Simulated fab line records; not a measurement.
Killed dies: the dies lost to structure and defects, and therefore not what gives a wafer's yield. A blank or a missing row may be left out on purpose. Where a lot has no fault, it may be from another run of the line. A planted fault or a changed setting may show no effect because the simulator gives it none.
A struck lot beside a sound one || flow nand-harc || 14 steps out of a route of 1159
Sound: wafers L604.2, L604.3, L604.5. Struck: wafers L617.1, L617.5, L617.6. The cause is given at the end.
Each step with rows lists, per side, the tool, then ch with its chambers, then its first start. Under that, the readings that differ: sound wafers || struck wafers || difference of the means || sigmas: that difference in standard deviations of wafers without a fault.
alike: same words and numbers on both sides, and readings whose means sit less than 2 such deviations apart. not compared: any withheld reading, any reading some wafer has no value for, any bound like >300 that may hide the same value, and any number with overlapping values for which the record gives no deviation.
The two part at a step that has a row with sigmas, a row that says differs or no value, or rows on one side only. When numbers do not overlap yet have no deviation, they are printed without sigmas and do not part them. Lack of a reading on every wafer of one side parts them only where that side has two or more wafers.

NHARC_A_SOURCE_PLATE_THK_MEAS_09: measures by ellipsometry.
  sound on film-metro-02, day 7 08:17; struck on film-metro-02, day 10 20:06
  alike: thk-nm
then, 3 steps without rows for these wafers: NHARC_A_SOURCE_PLATE_PVD_04 (deposits WSi2, target thk 50 nm); NHARC_A_SOURCE_PLATE_CVD_03 (deposits poly-Si, target thk 200 nm, time 4000 s); NHARC_A_SOURCE_PLATE_ANNEAL_05 (time 1800 s).
NHARC_A_SOURCE_PLATE_THK_MEAS_06: measures by ellipsometry.
  sound on film-metro-02, day 8 00:53; struck on film-metro-01, day 11 08:59
  alike: thk-nm
NHARC_A_SOURCE_PLATE_INSPECT_08:
  sound on defect-inspect-01, day 8 00:58; struck on defect-inspect-02, day 11 09:04
  alike: raw-defect-count
after that, 1 step with no rows for these wafers: NHARC_A_ONON_D1_DEP_00 (target thk 1000 nm).
NHARC_A_ONON_D1_THK_MEAS_02: measures by ellipsometry.
  sound on film-metro-01, day 8 01:34; struck on film-metro-02, day 11 09:46
{"reading": "thk-nm (nm)", "sound": "1006 1005 1006", "struck": "1030 1029 1030", "difference": "+24", "sigmas": "+2"}
after that, 1 step with no rows for these wafers: NHARC_A_ONON_D1_DEP_03 (target thk 1000 nm).
NHARC_A_ONON_D1_THK_MEAS_05: measures by ellipsometry.
  sound on film-metro-01, day 8 02:08; struck on film-metro-02, day 11 10:19
  alike: thk-nm
NHARC_A_ONON_D1_DEP_06: target thk 1000 nm.
  sound on pecvd-onon-02 ch 0, day 8 02:14; struck on pecvd-onon-02 ch 0, day 11 10:23
{"reading": "sih4-flow-sccm (sccm)", "sound": "211.0 211.0 210.2", "struck": "209.4 209.2 209.0", "difference": -1.5, "sigmas": -2}
  alike: susceptor-temp-C
NHARC_A_ONON_D1_THK_MEAS_08: measures by ellipsometry.
  sound on film-metro-02, day 8 02:42; struck on film-metro-02, day 11 10:54
{"reading": "thk-nm (nm)", "sound": "1004 1002 1004", "struck": "605 603 605", "difference": -399, "sigmas": -47}
after that, 1 step with no rows for these wafers: NHARC_A_ONON_D1_DEP_09 (target thk 1000 nm).
-- record jumps: 11 days between struck wafers' starts before vs after; left off in module A_ONON_D1, resumes in module END, first step shown is number 1159 of the route --
NHARC_END_SORT_01:
  only the struck wafers appear in the record here, on prober-01 ch 0 at day 22 18:09; the sound ones have no rows

== WHERE THEY PART ==
First at NHARC_A_ONON_D1_THK_MEAS_02; last, within this record, at NHARC_END_SORT_01.

WHY: whatever the simulator had introduced
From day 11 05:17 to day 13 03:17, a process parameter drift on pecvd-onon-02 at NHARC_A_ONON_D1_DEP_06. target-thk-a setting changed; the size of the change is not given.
